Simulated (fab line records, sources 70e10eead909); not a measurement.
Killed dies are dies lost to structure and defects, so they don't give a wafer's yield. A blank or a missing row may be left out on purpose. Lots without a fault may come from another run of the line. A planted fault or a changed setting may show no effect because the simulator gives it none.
A struck lot beside a sound one | flow nand_harc | 14 steps out of a route of 1302
Sound: wafers L900.4, L900.5, L900.6. Struck: wafers L913.1, L913.5, L913.6. The cause comes at the end.
At each step with rows: each side's tool, then ch and its chambers, then its first start. Under that, the readings that differ: sound wafers | struck wafers | difference of the means | sigmas: that difference in standard deviations of wafers without a fault.
alike: readings whose means differ by less than 2 such deviations, and words and numbers that are the same on both sides. not compared: withheld readings, readings that some wafer has no value for, bounds like >300 that may hide the same value, and numbers for which the record gives no deviation and whose values overlap.
The two part at a step that has a row with sigmas, a row that says differs or no value, or rows on one side only. Numbers that don't overlap but have no deviation are shown without sigmas and don't part them. A reading that every wafer of one side lacks parts them only if that side has two wafers or more.

first, 9 steps without rows for these wafers: NHARC_A_STAIRCASE_DEHYDRATE_01 (time 120 s); NHARC_A_STAIRCASE_HMDS_02 (time 30 s); NHARC_A_STAIRCASE_COAT_03; NHARC_A_STAIRCASE_SOFTBAKE_04 (time 170 s); NHARC_A_STAIRCASE_EBR_05; NHARC_A_STAIRCASE_EXPOSE_06 (exposes mask STAIR); NHARC_A_STAIRCASE_PEB_07 (peb time 130 s); NHARC_A_STAIRCASE_DEVELOP_08 (time 140 s); NHARC_A_STAIRCASE_HARDBAKE_10 (time 140 s).
NHARC_A_STAIRCASE_DESCUM_11: chemistry O2, time 3 s.
  sound on rie_diel-04 ch 0,2,3, day 16 19:04; struck on rie_diel-04 ch 2,3, day 22 15:51
  alike: drypump_motor_current_A, oes_product_au, rf_vpp_V, showerhead_plenum_p_Torr, throttle_valve_pct
  not compared: rf_hours_counter_h
NHARC_A_STAIRCASE_TRIM_12: chemistry O2, time 211.2 s.
  sound on rie_diel-04 ch 2,3, day 16 19:08; struck on rie_diel-04 ch 1,2,3, day 22 15:58
  alike: drypump_motor_current_A, oes_product_au, rf_vpp_V, showerhead_plenum_p_Torr, throttle_valve_pct
  not compared: rf_hours_counter_h
NHARC_A_STAIRCASE_ETCH_13: etches the open film in C4F8/O2, target depth 100 nm, time 40.5 s.
  sound on rie_diel-04 ch 0,1,3, day 16 19:20; struck on rie_diel-04 ch 0,1,3, day 22 16:05
  no value came back on the struck wafers for any of 5 readings (bias_w (W), chamber_pressure_mTorr (mTorr) and others); on the sound wafers bias_w (W) reads 1000.2 999.9 993.3
  not compared: rf_hours_counter_h
NHARC_A_STAIRCASE_TRIM_14: chemistry O2, time 211.2 s.
  sound on rie_diel-04 ch 2,3; struck on rie_diel-04 ch 0,1
  alike: drypump_motor_current_A, oes_product_au, rf_vpp_V, showerhead_plenum_p_Torr, throttle_valve_pct
  not compared: rf_hours_counter_h
-- the record jumps here: 9 days lie between the struck wafers' starts before and after (it left off in module A_STAIRCASE and takes up again in module END, whose first step shown is number 1302 of the route) --
NHARC_END_SORT_01:
  sound on prober-02 ch 0, day 25 14:22; struck on prober-02 ch 0, day 31 06:45
  reading         | sound    | struck      | difference | sigmas
  killed_at_array | 64 74 81 | 675 676 674 | +602       | +35
  killed_dies     | 67 78 82 | 677 677 677 | +601       | +38
  alike: killed_at_other, killed_at_periphery, killed_open, killed_short

WHERE THEY PART
First at NHARC_A_STAIRCASE_ETCH_13; last, within this record, at NHARC_END_SORT_01.

WHY: what the simulator had put in
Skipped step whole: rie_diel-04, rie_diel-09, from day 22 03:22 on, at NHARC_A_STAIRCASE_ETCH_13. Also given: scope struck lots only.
